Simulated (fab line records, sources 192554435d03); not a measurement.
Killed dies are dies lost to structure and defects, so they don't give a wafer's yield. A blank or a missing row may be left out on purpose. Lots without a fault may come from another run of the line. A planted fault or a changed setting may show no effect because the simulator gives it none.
fab line records | flow n5_finfet
record lots=10 wafers=30 last_day=18
route steps=1938 shown SPACER0@260 BEOL_M4@1109 BEOL_M5@1114 PASSIVATION@1936
lots that met no fault: from a run of the same line without faults
start_h: hours from the record's first day to the start of the lot's first wafer shown | wait_h: hours since the lot's step before | " the same as in the row above | L1.1+2: a row that stands for several wafers | - no value, or no start given | * or withheld: withheld | < > ~ a bound
route shown NAME@n: a module of which the file shows steps, and the number in the route of the first | usual: mean/standard deviation of fault-free wafers | same: alike in all rows | chamber/n: place in a boat | sites: the reading at each site | _std_site: their standard deviation | _edge_site: outer sites' mean less inner sites' | radius_mm: how far each site lies from the wafer's centre | mask NAME#n: copy n | behind: the tool/chamber that last shaped the wafer | hold: why the lot was held/for how many hours/how that ended | device: the transistor (n, p or np) that didn't switch | end of line: the same wafers' tests at the end of the route | a step without rows: its recipe alone | killed: dies lost to structure and defects at the first sort, not the wafer's yield | map: a wafer's dies, x killed, . not, _ none there
set.NAME: the setting as run; set.NAME@STEP: as run at that earlier step | model.NAME: the simulator's own value behind a step, which no gauge read
steps of the route over a sample of lots; a table a step, a row a wafer
services: from which hour (start_h, from the record's first day; less than 0 if before it) a tool's chamber was out of use, for how many hours, and why
## steps
# step N5_SPACER0_ALD_08
# recipe material=SiNx target_thk_a=20 temp_c=400 ald_precursor_family=SiH2I2 ald_co_reactant=N2/H2-plasma pressure_torr=2
# usual chamber_pressure_Torr=2.000/0.0047 heater_power_w=857/100
# columns lot.wafer tool chamber start_h wait_h chamber_pressure_Torr heater_power_w
L336.1 ald_sin-03 3 47.86 0.1 2.008 816
L336.3 " 2 " " 1.992 696
L336.6 " 2 " " 2.000 683
L337.1 ald_sin-04 3 57.44 0.1 1.997 799
L337.3 " 0 " " 1.999 746
L337.4 " 1 " " 2.000 962
L339.1 ald_sin-01 1 67.23 0.1 1.995 840
L339.3 " 2 " " 1.997 1018
L339.6 " 3 " " 2.002 757
L338.1 ald_sin-03 3 69.30 0.1 2.001 820
L338.3 " 1 " " 1.994 922
L338.6 " 1 " " 1.996 899
L340.2 ald_sin-04 2 75.06 0.1 2.003 985
L340.4 " 0 " " 1.996 768
L340.5 " 1 " " 1.998 1016
L342.2 ald_sin-04 2 84.76 0.1 2.000 991
L342.4 " 0 " " 2.003 751
L342.5 " 3 " " 2.006 776
L344.1 ald_sin-04 3 96.11 0.1 2.002 784
L344.3 " 2 " " 2.001 986
L344.5 " 0 " " 2.007 768
L346.2 ald_sin-04 3 107.28 0.1 1.997 802
L346.3 " 0 " " 2.007 780
L346.5 " 1 " " 1.998 1000
L356.1 ald_sin-01 3 174.67 0.1 2.001 788
L356.5 " 2 " " 1.991 1011
L356.6 " 3 " " 1.995 787
L359.1 ald_sin-04 3 191.98 0.1 2.008 785
L359.2 " 0 " " 1.997 757
L359.3 " 2 " " 1.996 1020
# step N5_BEOL_M4_RS_MEAS_58
# recipe thk_meas_gauge=four-point-probe reads=Co_of_BEOL_M4_CO_CAP_55+Cu_of_BEOL_M4_ECD_50+Co_of_BEOL_M4_CVD_47+TaN_of_BEOL_M4_ALD_84
# usual M4_RS=0.66/0.035
# columns lot.wafer tool chamber start_h wait_h M4_RS[ohm/sq]
L336.1 film_metro-02 - 175.82 0.0 0.65
L336.3 " - " " 0.68
L336.6 " - " " 0.64
L337.1 film_metro-02 - 185.23 0.0 0.63
L337.3 " - " " 0.64
L337.4 " - " " 0.62
L338.1 film_metro-01 - 194.08 0.0 0.68
L338.3 " - " " 0.63
L338.6 " - " " 0.69
L339.1 film_metro-01 - 195.13 0.0 0.76
L339.3 " - " " 0.69
L339.6 " - " " 0.70
L340.2 film_metro-02 - 198.85 0.1 0.61
L340.4 " - " " 0.66
L340.5 " - " " 0.65
L342.2 film_metro-01 - 216.50 0.1 0.66
L342.4 " - " " 0.68
L342.5 " - " " 0.63
L344.1 film_metro-02 - 224.87 0.0 0.64
L344.3 " - " " 0.71
L344.5 " - " " 0.67
L346.2 film_metro-02 - 232.25 0.1 0.63
L346.3 " - " " 0.61
L346.5 " - " " 0.63
L356.1 film_metro-02 - 305.31 0.0 0.75
L356.5 " - " " 0.69
L356.6 " - " " 0.67
L359.1 film_metro-01 - 320.02 0.0 0.63
L359.2 " - " " 0.71
L359.3 " - " " 0.60
# step N5_BEOL_M4_RC_MEAS_101
# usual DIBL_N=35.7/1.5 DIBL_P=35.7/2 IOFF_N=0.155/0.026 IOFF_N_85C=3.0/0.43 IOFF_N_LIN=0.072/0.0099 IOFF_P=0.20/0.031 IOFF_P_85C=3.5/0.45 IOFF_P_LIN=0.096/0.012 ION_N=675/11 ION_P=462/7.1 REXT_N=75.2/1.3 REXT_P=100.8/2.2 SS_N=71.3/0.57 SS_P=73.1/0.56 VT_N=250/3 VT_P=-251/3 VT_P_LVT=-98.4/2.9
# columns lot.wafer tool chamber start_h wait_h DIBL_N[mV/V] DIBL_P[mV/V] IOFF_N[nA/um] IOFF_N_85C[nA/um] IOFF_N_LIN[nA/um] IOFF_P[nA/um] IOFF_P_85C[nA/um] IOFF_P_LIN[nA/um] ION_N[uA/um] ION_P[uA/um] REXT_N[ohm.um] REXT_P[ohm.um] SS_N[mV/dec] SS_P[mV/dec] VT_N[mV] VT_P[mV] VT_P_LVT[mV]
L336.1 prober-02 0 175.87 0.0 36.7 36.3 0.153 3.0 0.068 0.21 3.6 0.097 667 459 76.2 97.9 71.6 72.7 251 -252 -98.1
L336.3 " 0 " " 37.2 36.8 0.171 3.4 0.075 0.23 3.9 0.103 673 459 76.5 97.4 71.7 73.6 250 -249 -96.8
L336.6 " 0 " " 35.3 34.4 0.142 2.8 0.065 0.18 3.2 0.088 666 461 76.1 99.2 71.2 72.6 252 -251 -100.3
L337.1 prober-01 0 185.28 0.0 37.9 38.4 0.208 4.0 0.092 0.24 4.2 0.111 696 472 74.0 103.2 72.1 73.4 245 -247 -95.7
L337.3 " 0 " " 37.5 37.2 0.182 3.5 0.081 0.23 4.0 0.107 671 461 73.9 103.9 71.8 73.3 247 -248 -96.1
L337.4 " 0 " " 35.9 36.3 0.166 3.3 0.078 0.22 3.9 0.105 688 474 73.7 102.2 70.9 73.4 247 -249 -96.8
L338.1 prober-02 0 194.13 0.0 34.0 33.8 0.141 2.8 0.070 0.19 3.4 0.097 683 462 74.9 101.7 71.2 72.1 250 -250 -98.9
L338.3 " 0 " " 36.0 37.2 0.186 3.5 0.085 0.26 4.4 0.121 685 468 75.4 100.0 71.9 73.3 245 -246 -94.8
L338.6 " 0 " " 33.7 33.5 0.142 2.8 0.070 0.19 3.3 0.095 678 465 74.8 101.2 70.4 72.3 249 -250 -98.4
L339.1 prober-01 0 195.18 0.0 33.4 31.3 0.106 2.2 0.053 0.17 3.0 0.086 662 458 75.1 101.9 70.5 72.4 255 -253 -100.7
L339.3 " 0 " " 34.5 33.0 0.128 2.6 0.062 0.19 3.3 0.092 681 469 73.9 102.0 71.2 73.6 252 -251 -99.1
L339.6 " 0 " " 38.2 37.4 0.184 3.4 0.083 0.25 4.2 0.111 683 470 75.3 102.3 72.4 74.7 248 -248 -97.3
L340.2 prober-02 0 199.05 0.2 36.1 34.7 0.165 3.2 0.079 0.21 3.7 0.098 674 460 76.6 94.9 72.0 72.9 248 -251 -96.7
L340.4 " 0 " " 37.1 34.5 0.181 3.5 0.084 0.20 3.5 0.093 694 468 74.5 94.9 72.9 73.0 248 -252 -97.1
L340.5 " 0 " " 35.4 32.9 0.140 2.8 0.069 0.18 3.2 0.086 678 464 76.8 96.1 71.3 72.6 251 -252 -99.4
L342.2 prober-01 0 216.71 0.2 36.2 37.5 0.178 3.3 0.083 0.24 4.1 0.113 685 470 75.0 101.7 71.6 72.9 246 -247 -94.7
L342.4 " 0 " " 37.4 38.2 0.200 3.7 0.089 0.24 4.2 0.115 684 469 74.4 100.6 71.5 73.6 245 -246 -93.6
L342.5 " 0 " " 35.3 36.8 0.169 3.2 0.081 0.22 3.8 0.106 686 475 75.0 100.7 70.8 72.9 247 -250 -95.6
L344.1 prober-01 0 225.57 0.7 41.6 39.7 0.243 4.5 0.103 0.35 5.6 0.152 699 487 67.1 93.6 72.8 74.2 244 -240 -90.6
L344.3 " 0 " " 40.7 39.1 0.203 3.9 0.090 0.33 5.3 0.143 698 489 67.3 92.9 72.0 74.0 245 -241 -92.1
L344.5 " 0 " " 37.2 35.3 0.156 3.1 0.068 0.22 3.8 0.102 662 453 74.8 101.7 71.4 73.3 254 -246 -98.2
L346.2 prober-01 0 232.45 0.2 34.5 35.2 0.134 2.6 0.064 0.16 2.9 0.079 678 463 74.3 97.5 71.0 72.7 251 -255 -98.7
L346.3 " 0 " " 42.1 42.4 0.274 4.8 0.113 0.33 5.2 0.139 717 487 67.0 89.1 72.9 75.1 240 -245 -89.3
L346.5 " 0 " " 37.2 37.7 0.164 3.2 0.075 0.20 3.4 0.092 682 461 74.5 97.4 71.2 74.1 250 -252 -98.5
L356.1 prober-01 0 305.37 0.0 34.4 34.9 0.137 2.8 0.067 0.18 3.2 0.090 666 456 73.3 100.2 71.0 72.7 251 -253 -100.5
L356.5 " 0 " " 33.9 34.4 0.128 2.6 0.063 0.18 3.1 0.087 659 456 72.7 99.2 71.1 72.4 252 -255 -99.9
L356.6 " 0 " " 36.7 37.3 0.166 3.2 0.076 0.21 3.6 0.099 675 459 72.9 101.3 71.2 73.2 250 -253 -98.7
L359.1 prober-02 0 320.07 0.0 36.7 38.3 0.173 3.3 0.076 0.21 3.8 0.098 680 466 74.2 101.7 72.6 73.2 247 -251 -97.9
L359.2 " 0 " " 37.4 38.4 0.189 3.5 0.083 0.22 3.9 0.101 674 461 75.4 105.5 71.5 73.3 246 -251 -97.1
L359.3 " 0 " " 35.5 37.9 0.159 3.1 0.072 0.21 3.8 0.100 683 462 76.1 102.5 72.3 72.8 249 -250 -96.9
# step N5_BEOL_M5_THK_MEAS_01
# recipe reads=SiCOH_lowk_of_BEOL_M5_ILD_DEP_00
# usual M5_ILD_THK=120.7/1.7
# columns lot.wafer tool chamber start_h wait_h M5_ILD_THK[nm]
L336.1 film_metro-01 - 177.41 0.4 122.5
L336.3 " - " " 120.1
L336.6 " - " " 121.4
L337.1 film_metro-02 - 186.82 0.4 120.0
L337.3 " - " " 118.5
L337.4 " - " " 120.0
L338.1 film_metro-01 - 195.82 0.4 117.3
L338.3 " - " " 119.0
L338.6 " - " " 119.9
L339.1 film_metro-01 - 197.20 0.8 121.5
L339.3 " - " " 118.9
L339.6 " - " " 121.8
L340.2 film_metro-02 - 200.91 0.7 118.8
L340.4 " - " " 121.9
L340.5 " - " " 122.4
L342.2 film_metro-01 - 218.75 0.4 122.6
L342.4 " - " " 125.1
L342.5 " - " " 123.6
L344.1 film_metro-02 - 227.11 0.4 118.7
L344.3 " - " " 119.1
L344.5 " - " " 121.9
L346.2 film_metro-01 - 233.86 0.4 119.3
L346.3 " - " " 120.6
L346.5 " - " " 124.9
L356.1 film_metro-01 - 306.91 0.4 119.3
L356.5 " - " " 121.5
L356.6 " - " " 123.5
L359.1 film_metro-01 - 321.60 0.4 120.5
L359.2 " - " " 119.0
L359.3 " - " " 119.4
# step N5_BEOL_M5_HM_DEP_02
# recipe material=TiN target_thk_a=200 temp_c=25 chamber_pressure_pa=0.49996
# usual throttle_valve_pct=30.2/1.2
# columns lot.wafer tool chamber start_h wait_h throttle_valve_pct
L336.1 pvd_sputter-03 - 177.50 0.0 28.4
L336.3 " - " " 29.0
L336.6 " - " " 31.6
L337.1 pvd_sputter-01 - 188.21 1.3 28.4
L337.3 " - " " 32.0
L337.4 " - " " 30.2
L338.1 pvd_sputter-02 - 198.16 2.3 29.1
L338.3 " - " " 30.1
L338.6 " - " " 30.2
L339.1 pvd_sputter-02 - 198.36 1.1 30.9
L339.3 " - " " 30.1
L339.6 " - " " 30.8
L340.2 pvd_sputter-02 - 202.02 1.0 30.8
L340.4 " - " " 30.8
L340.5 " - " " 30.2
L342.2 pvd_sputter-03 - 220.50 1.7 31.8
L342.4 " - " " 32.1
L342.5 " - " " 31.1
L344.1 pvd_sputter-02 - 228.51 1.3 30.5
L344.3 " - " " 31.0
L344.5 " - " " 31.2
L346.2 pvd_sputter-03 - 236.18 2.3 32.2
L346.3 " - " " 31.5
L346.5 " - " " 32.5
L356.1 pvd_sputter-03 - 307.91 0.9 31.9
L356.5 " - " " 28.7
L356.6 " - " " 28.9
L359.1 pvd_sputter-03 - 323.99 2.3 31.4
L359.2 " - " " 32.1
L359.3 " - " " 28.6
# step N5_PASSIVATION_PROBE_49
# usual defect_limited_yield=91.4/1.5 killed_at_M0_to_M3=34/10 killed_at_M4_up=15/6 killed_at_contacts=12/6 killed_at_front_end=37/11 killed_at_other=3.3/2.8 killed_dies=101/18 killed_open=66/14 killed_short=33/7.8 sort_bin_4_leakage=0/0 sort_bin_5_function=5.0/0.97 sort_bin_6_memory=3.2/0.72 sort_n_pass=1079/18 sort_yield_pct=91.4/1.5
# same gross_dies=1180 killed_at_back_side=0 sort_bin_8_speed[%]=0
# columns lot.wafer tool chamber start_h wait_h defect_limited_yield[%] killed_at_M0_to_M3 killed_at_M4_up killed_at_contacts killed_at_front_end killed_at_other killed_dies killed_open killed_short sort_bin_4_leakage[%] sort_bin_5_function[%] sort_bin_6_memory[%] sort_n_pass sort_yield_pct[%]
L336.1 prober-02 - 288.29 0.0 92.5 35 11 12 24 6 88 53 35 0 4.2 3.1 1092 92.5
L336.3 prober-02 - 288.39 0.1 92.6 26 13 14 29 5 87 48 38 0 3.7 3.3 1093 92.6
L336.6 prober-02 - 288.54 0.3 92.5 36 7 8 32 6 89 64 24 0 4.2 3.1 1091 92.5
L337.1 prober-02 - 302.29 0.0 91.4 32 8 19 40 2 101 64 36 0 4.9 3.4 1079 91.4
L337.3 prober-02 - 302.39 0.1 90.7 25 18 22 38 7 110 68 33 0 5.2 3.5 1070 90.7
L337.4 prober-02 - 302.44 0.2 91.4 23 10 15 47 6 101 62 38 0 4.6 3.6 1079 91.4
L338.1 prober-01 - 303.00 0.0 92.1 39 9 10 33 2 93 55 36 0 4.6 3.0 1087 92.1
L338.3 prober-01 - 303.10 0.1 91.9 41 13 6 31 4 95 69 25 0 4.3 3.1 1085 91.9
L338.6 prober-01 - 303.25 0.3 92.2 28 6 7 45 6 92 58 34 0 4.7 2.9 1088 92.2
L340.2 prober-02 - 306.60 0.1 90.9 50 12 15 26 4 107 71 36 0 6.0 2.8 1073 90.9
L340.4 prober-02 - 306.70 0.2 90.8 37 9 15 47 0 108 59 44 0 4.9 3.7 1072 90.8
L340.5 prober-02 - 306.75 0.2 90.1 44 13 5 50 5 117 77 39 0 5.7 3.8 1063 90.1
L339.1 prober-02 - 309.54 0.0 91.1 45 15 7 36 2 105 76 26 0 5.8 3.1 1075 91.1
L339.3 prober-02 - 309.64 0.1 92.5 24 10 11 38 5 88 54 26 0 3.9 3.0 1092 92.5
L339.6 prober-02 - 309.79 0.3 91.0 50 19 0 33 4 106 67 37 0 4.7 3.7 1074 91.0
L342.2 prober-02 - 321.89 0.1 91.9 39 11 21 25 0 96 58 36 0 4.7 2.9 1084 91.9
L342.4 prober-02 - 321.99 0.2 89.5 54 11 15 40 4 124 80 43 0 6.8 3.3 1056 89.5
L342.5 prober-02 - 322.04 0.2 91.0 48 18 18 20 2 106 74 31 0 5.3 3.2 1074 91.0
L344.1 prober-01 - 330.28 0.0 89.7 52 20 4 43 2 121 80 40 0.08 6.2 3.5 1058 89.7
L344.3 prober-01 - 330.38 0.1 91.4 40 17 10 30 5 102 59 42 0 5.3 2.8 1078 91.4
L344.5 prober-01 - 330.48 0.2 87.5 61 32 14 40 0 147 87 56 0 6.4 5.3 1033 87.5
L346.2 prober-01 - 333.92 0.1 92.4 45 11 13 17 4 90 61 28 0 4.8 2.6 1090 92.4
L346.3 prober-01 - 333.97 0.1 93.9 37 7 9 18 1 72 49 23 0.08 3.3 2.5 1107 93.8
L346.5 prober-01 - 334.07 0.2 92.4 39 8 15 28 0 90 60 22 0 3.7 3.1 1090 92.4
L356.1 prober-02 - 411.45 0.0 91.8 26 11 10 47 3 97 54 37 0 4.7 2.5 1083 91.8
L356.5 prober-02 - 411.65 0.2 91.9 19 16 9 51 1 96 61 31 0 4.4 3.6 1084 91.9
L356.6 prober-02 - 411.70 0.3 91.8 34 12 13 38 0 97 63 31 0 4.7 3.3 1083 91.8
L359.1 prober-01 - 429.95 0.0 88.8 41 18 18 49 6 132 97 30 0 6.5 4.5 1048 88.8
L359.2 prober-01 - 430.00 0.1 88.2 23 33 20 59 4 139 107 31 0 7.7 4.0 1041 88.2
L359.3 prober-01 - 430.05 0.1 91.9 24 28 6 32 5 95 69 24 0 5.2 2.6 1085 91.9
# killed by level:class
L336.1 FIN_SAQP:geometric_particle:open=9 BEOL_M0_SAQP:geometric_particle:open=8 MOL_CONTACT_COAG:geometric_particle:open=7 BEOL_M0_SAQP:geometric_particle:short=6 BEOL_M1:geometric_particle:open=6 MOL_CONTACT_COAG:geometric_particle:short=5 BEOL_M2:geometric_particle:short=5 BEOL_M4:geometric_particle:open=5
L336.3 FIN_SAQP:geometric_particle:short=10 FIN_SAQP:geometric_particle:open=9 MOL_CONTACT_COAG:geometric_particle:open=9 BEOL_M0_SAQP:geometric_particle:open=7 BEOL_M0_SAQP:geometric_particle:short=7 BEOL_M1:geometric_particle:open=7 MOL_CONTACT_COAG:geometric_particle:short=5 BEOL_M4:geometric_particle:open=5
L336.6 BEOL_M3:geometric_particle:open=10 FIN_SAQP:geometric_particle:open=9 BEOL_M1:geometric_particle:open=8 STI_FIN_REVEAL:geometric_particle:open=7 MOL_CONTACT_COAG:geometric_particle:open=7 BEOL_M0_SAQP:geometric_particle:open=5 BEOL_M0_SAQP:geometric_particle:short=5 BEOL_M1:geometric_particle:short=5
L337.1 MOL_CONTACT_COAG:geometric_particle:open=12 BEOL_M0_SAQP:geometric_particle:short=9 FIN_SAQP:geometric_particle:open=8 STI_FIN_REVEAL:geometric_particle:open=7 MOL_CONTACT_COAG:geometric_particle:short=7 BEOL_M0_SAQP:geometric_particle:open=6 SPACER0:geometric_particle:open=5 BEOL_M2:geometric_particle:open=4
L337.3 MOL_CONTACT_COAG:geometric_particle:open=18 FIN_SAQP:geometric_particle:open=9 BEOL_M3:geometric_particle:open=6 BEOL_M0_SAQP:geometric_particle:short=5 HKMG_FIN:area_etch=5 FIN_SAQP:geometric_particle:short=4 STI_FIN_REVEAL:geometric_particle:open=4 DUMMY_GATE:geometric_particle:open=4
L337.4 MOL_CONTACT_COAG:geometric_particle:open=14 FIN_SAQP:geometric_particle:open=8 STI_FIN_REVEAL:geometric_particle:open=8 FIN_SAQP:geometric_particle:short=7 GATE_CUT:geometric_particle:short=6 BEOL_M0_SAQP:geometric_particle:short=6 SPACER0:geometric_particle:short=5 BEOL_M4:geometric_particle:open=5
L338.1 BEOL_M0_SAQP:geometric_particle:short=10 MOL_CONTACT_COAG:geometric_particle:open=9 ILD0:geometric_particle:short=8 BEOL_M0_SAQP:geometric_particle:open=6 ILD0:geometric_particle:open=5 BEOL_M1:geometric_particle:short=5 BEOL_M3:geometric_particle:open=5 BEOL_M1:geometric_particle:open=4
L338.3 BEOL_M0_SAQP:geometric_particle:open=13 BEOL_M1:geometric_particle:open=10 FIN_SAQP:geometric_particle:open=8 BEOL_M4:geometric_particle:open=6 BEOL_M6:geometric_particle:open=5 FIN_SAQP:geometric_particle:short=4 DUMMY_GATE:geometric_particle:open=4 BEOL_M0_SAQP:geometric_particle:short=4
L338.6 BEOL_M0_SAQP:geometric_particle:open=10 FIN_SAQP:geometric_particle:short=8 FIN_SAQP:geometric_particle:open=7 MOL_CONTACT_COAG:geometric_particle:open=6 STI_FIN_REVEAL:geometric_particle:open=5 GATE_CUT:geometric_particle:short=5 GATE_CUT:geometric_particle:open=5 BEOL_M0_SAQP:geometric_particle:short=5
L340.2 BEOL_M3:geometric_particle:open=10 STI_FIN_REVEAL:geometric_particle:open=9 MOL_CONTACT_COAG:geometric_particle:open=9 BEOL_M2:geometric_particle:open=9 BEOL_M0_SAQP:geometric_particle:open=7 BEOL_M3:geometric_particle:short=7 MOL_CONTACT_COAG:geometric_particle:short=6 BEOL_M0_SAQP:geometric_particle:short=6
L340.4 FIN_SAQP:geometric_particle:short=14 MOL_CONTACT_COAG:geometric_particle:open=13 BEOL_M2:geometric_particle:open=11 BEOL_M0_SAQP:geometric_particle:short=10 STI_FIN_REVEAL:geometric_particle:open=7 FIN_SAQP:geometric_particle:open=6 BEOL_M0_SAQP:geometric_particle:open=6 ILD0:geometric_particle:short=4
L340.5 FIN_SAQP:geometric_particle:open=20 FIN_SAQP:geometric_particle:short=9 BEOL_M1:geometric_particle:open=9 BEOL_M2:geometric_particle:open=8 BEOL_M0_SAQP:geometric_particle:short=6 BEOL_M3:geometric_particle:open=6 DUMMY_GATE:geometric_particle:open=4 GATE_CUT:geometric_particle:open=4
L339.1 STI_FIN_REVEAL:geometric_particle:open=15 BEOL_M2:geometric_particle:open=12 BEOL_M1:geometric_particle:open=11 BEOL_M4:geometric_particle:open=9 BEOL_M0_SAQP:geometric_particle:short=8 BEOL_M0_SAQP:geometric_particle:open=7 GATE_CUT:geometric_particle:short=5 BEOL_M3:geometric_particle:open=5
L339.3 MOL_CONTACT_COAG:geometric_particle:open=9 STI_FIN_REVEAL:geometric_particle:open=7 BEOL_M2:geometric_particle:open=7 HKMG_FIN:area_etch=7 BEOL_M3:geometric_particle:open=6 FIN_SAQP:geometric_particle:short=5 DUMMY_GATE:geometric_particle:open=4 STARTING-WAFER:geometric_particle:short=4
L339.6 BEOL_M3:geometric_particle:open=16 BEOL_M4:geometric_particle:open=10 BEOL_M1:geometric_particle:open=10 STI_FIN_REVEAL:geometric_particle:open=9 GATE_CUT:geometric_particle:short=6 BEOL_M2:geometric_particle:open=6 STARTING-WAFER:geometric_particle:short=5 GATE_CUT:geometric_particle:open=4
L342.2 MOL_CONTACT_COAG:geometric_particle:open=16 BEOL_M0_SAQP:geometric_particle:open=14 BEOL_M0_SAQP:geometric_particle:short=11 BEOL_M1:geometric_particle:open=7 MOL_CONTACT_COAG:geometric_particle:short=5 STARTING-WAFER:geometric_particle:short=5 FIN_SAQP:geometric_particle:open=4 BEOL_M3:geometric_particle:open=4
L342.4 BEOL_M0_SAQP:geometric_particle:open=16 MOL_CONTACT_COAG:geometric_particle:open=13 FIN_SAQP:geometric_particle:open=10 BEOL_M0_SAQP:geometric_particle:short=10 BEOL_M1:geometric_particle:open=9 DUMMY_GATE:geometric_particle:open=6 BEOL_M0:geometric_particle:short=6 BEOL_M3:geometric_particle:open=6
L342.5 MOL_CONTACT_COAG:geometric_particle:open=11 BEOL_M0_SAQP:geometric_particle:short=11 BEOL_M2:geometric_particle:open=10 DUMMY_GATE:geometric_particle:open=9 BEOL_M0_SAQP:geometric_particle:open=8 MOL_CONTACT_COAG:geometric_particle:short=7 BEOL_M1:geometric_particle:open=7 BEOL_M4:geometric_particle:open=7
L344.1 BEOL_M0_SAQP:geometric_particle:open=19 FIN_SAQP:geometric_particle:open=13 BEOL_M4:geometric_particle:open=12 BEOL_M0_SAQP:geometric_particle:short=11 BEOL_M2:geometric_particle:open=10 FIN_SAQP:geometric_particle:short=8 STI_FIN_REVEAL:geometric_particle:open=5 BEOL_M1:geometric_particle:open=4
L344.3 BEOL_M0_SAQP:geometric_particle:short=12 BEOL_M0_SAQP:geometric_particle:open=9 MOL_CONTACT_COAG:geometric_particle:open=8 FIN_SAQP:geometric_particle:short=8 FIN_SAQP:geometric_particle:open=7 BEOL_M4:geometric_particle:open=7 BEOL_M2:geometric_particle:open=5 BEOL_M7:geometric_particle:open=5
L344.5 BEOL_M0_SAQP:geometric_particle:short=21 BEOL_M4:geometric_particle:open=17 BEOL_M0_SAQP:geometric_particle:open=14 MOL_CONTACT_COAG:geometric_particle:open=9 BEOL_M2:geometric_particle:open=8 FIN_SAQP:geometric_particle:short=6 BEOL_M1:geometric_particle:open=6 FIN_SAQP:geometric_particle:open=5
L346.2 MOL_CONTACT_COAG:geometric_particle:open=13 BEOL_M1:geometric_particle:open=13 BEOL_M0_SAQP:geometric_particle:short=9 BEOL_M0_SAQP:geometric_particle:open=7 BEOL_M3:geometric_particle:open=7 BEOL_M3:geometric_particle:short=5 FIN_SAQP:geometric_particle:open=4 GATE_CUT:geometric_particle:short=3
L346.3 MOL_CONTACT_COAG:geometric_particle:open=7 BEOL_M3:geometric_particle:short=7 BEOL_M2:geometric_particle:open=6 BEOL_M3:geometric_particle:open=6 STI_FIN_REVEAL:geometric_particle:open=5 BEOL_M0_SAQP:geometric_particle:open=5 BEOL_M0_SAQP:geometric_particle:short=5 BEOL_M1:geometric_particle:open=5
L346.5 BEOL_M3:geometric_particle:open=21 MOL_CONTACT_COAG:geometric_particle:open=11 FIN_SAQP:geometric_particle:open=8 BEOL_M1:geometric_particle:short=7 HKMG_FIN:area_etch=6 FIN_SAQP:geometric_particle:short=4 DUMMY_GATE:geometric_particle:open=4 MOL_CONTACT_COAG:geometric_particle:short=4
L356.1 BEOL_M2:geometric_particle:open=9 DUMMY_GATE:geometric_particle:open=8 FIN_SAQP:geometric_particle:short=7 STI_FIN_REVEAL:geometric_particle:short=7 MOL_CONTACT_COAG:geometric_particle:open=7 GATE_CUT:geometric_particle:open=6 STI_FIN_REVEAL:geometric_particle:open=6 HKMG_FIN:area_etch=5
L356.5 FIN_SAQP:geometric_particle:short=16 BEOL_M2:geometric_particle:open=11 FIN_SAQP:geometric_particle:open=6 GATE_CUT:geometric_particle:short=6 DUMMY_GATE:geometric_particle:open=6 MOL_CONTACT_COAG:geometric_particle:open=6 BEOL_M4:geometric_particle:open=5 BEOL_M6:geometric_particle:open=5
L356.6 MOL_CONTACT_COAG:geometric_particle:open=12 STI_FIN_REVEAL:geometric_particle:open=10 BEOL_M0_SAQP:geometric_particle:short=8 BEOL_M2:geometric_particle:open=8 STARTING-WAFER:geometric_particle:short=6 FIN_SAQP:geometric_particle:open=5 DUMMY_GATE:geometric_particle:open=5 BEOL_M4:geometric_particle:open=5
L359.1 BEOL_M2:geometric_particle:open=15 MOL_CONTACT_COAG:geometric_particle:open=15 FIN_SAQP:geometric_particle:open=14 FIN_SAQP:geometric_particle:short=10 STI_FIN_REVEAL:geometric_particle:open=9 BEOL_M1:geometric_particle:open=8 STARTING-WAFER:geometric_particle:open=7 BEOL_M4:geometric_particle:open=5
L359.2 BEOL_M4:geometric_particle:open=19 MOL_CONTACT_COAG:geometric_particle:open=19 GATE_CUT:geometric_particle:open=12 FIN_SAQP:geometric_particle:open=10 FIN_SAQP:geometric_particle:short=8 STI_FIN_REVEAL:geometric_particle:open=8 GATE_CUT:geometric_particle:short=6 BEOL_M2:geometric_particle:open=6
L359.3 BEOL_M4:geometric_particle:open=18 BEOL_M2:geometric_particle:open=8 FIN_SAQP:geometric_particle:open=7 BEOL_M3:geometric_particle:open=7 BEOL_M4:geometric_particle:short=5 FIN_SAQP:geometric_particle:short=4 MOL_CONTACT_COAG:geometric_particle:open=4 STI_FIN_REVEAL:geometric_particle:open=3
## services
# columns tool chamber start_h hours kind
ald_sin-01 - 24.22 3.5 repair
ald_sin-04 0 41.03 6.2 repair
ald_sin-01 1 45.29 2.0 repair
ald_sin-01 3 49.33 6.0 repair
ald_sin-01 - 56.04 2.8 pm
ald_sin-01 3 61.45 1.4 repair
ald_sin-01 3 74.59 11.9 repair
pvd_sputter-01 - 82.06 1.2 repair
ald_sin-04 3 97.85 6.5 repair
ald_sin-03 - 120.00 1.0 repair
ald_sin-04 0 132.35 10.1 repair
pvd_sputter-03 - 144.93 4.2 repair
ald_sin-04 2 155.97 3.0 repair
ald_sin-01 1 169.99 14.6 repair
ald_sin-03 - 176.75 14.0 pm
pvd_sputter-03 - 178.36 1.0 repair
ald_sin-01 - 201.19 0.7 repair
ald_sin-01 0 209.91 11.0 repair
ald_sin-01 0 224.66 3.4 repair
ald_sin-01 0 232.57 9.7 repair
ald_sin-04 - 243.96 1.4 repair
ald_sin-03 0 262.58 7.4 repair
ald_sin-04 - 268.25 14.0 pm
ald_sin-01 - 269.18 0.4 repair
## key
first_sign step=N5_BEOL_M4_RC_MEAS_101 reading=REXT_N direction=down sigmas=6 usual=75.2 struck=67.1
effect step=N5_BEOL_M4_RC_MEAS_101 reading=IOFF_P direction=up sigmas=4.4 usual=0.20 struck=0.34
effect step=N5_BEOL_M4_RC_MEAS_101 reading=IOFF_P_LIN direction=up sigmas=4.2 usual=0.096 struck=0.145
effect step=N5_BEOL_M4_RC_MEAS_101 reading=REXT_P direction=down sigmas=4.1 usual=100.8 struck=91.9
effect step=N5_BEOL_M4_RC_MEAS_101 reading=IOFF_P_85C direction=up sigmas=4.1 usual=3.5 struck=5.4
effect step=N5_BEOL_M4_RC_MEAS_101 reading=DIBL_N direction=up sigmas=3.7 usual=35.7 struck=41.5
effect step=N5_BEOL_M4_RC_MEAS_101 reading=ION_P direction=up sigmas=3.6 usual=462 struck=487
effect step=N5_BEOL_M4_RC_MEAS_101 reading=IOFF_N direction=up sigmas=3.3 usual=0.155 struck=0.240
effect step=N5_BEOL_M4_RC_MEAS_101 reading=IOFF_N_85C direction=up sigmas=3.2 usual=3.0 struck=4.4
effect step=N5_BEOL_M4_RC_MEAS_101 reading=VT_P direction=up sigmas=3 usual=-251 struck=-242
effect step=N5_BEOL_M4_RC_MEAS_101 reading=IOFF_N_LIN direction=up sigmas=3 usual=0.072 struck=0.102
effect step=N5_BEOL_M4_RC_MEAS_101 reading=ION_N direction=up sigmas=2.8 usual=675 struck=705
met_at N5_SPACER0_ALD_08
struck_lots L344,L346
struck_wafers L344.1,L344.3,L346.3
not_acting_at N5_BEOL_M4_RS_MEAS_58,N5_BEOL_M5_THK_MEAS_01,N5_BEOL_M5_HM_DEP_02
onset_between 84.76 96.11
fault kind=process_parameter_drift tool=ald_sin-04 chamber=- onset_h=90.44 steps=N5_SPACER0_ALD_08 channel=target_thk_a offset=* shape=step end_h=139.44 scope=struck_wafers_only acts_in=* stated=*
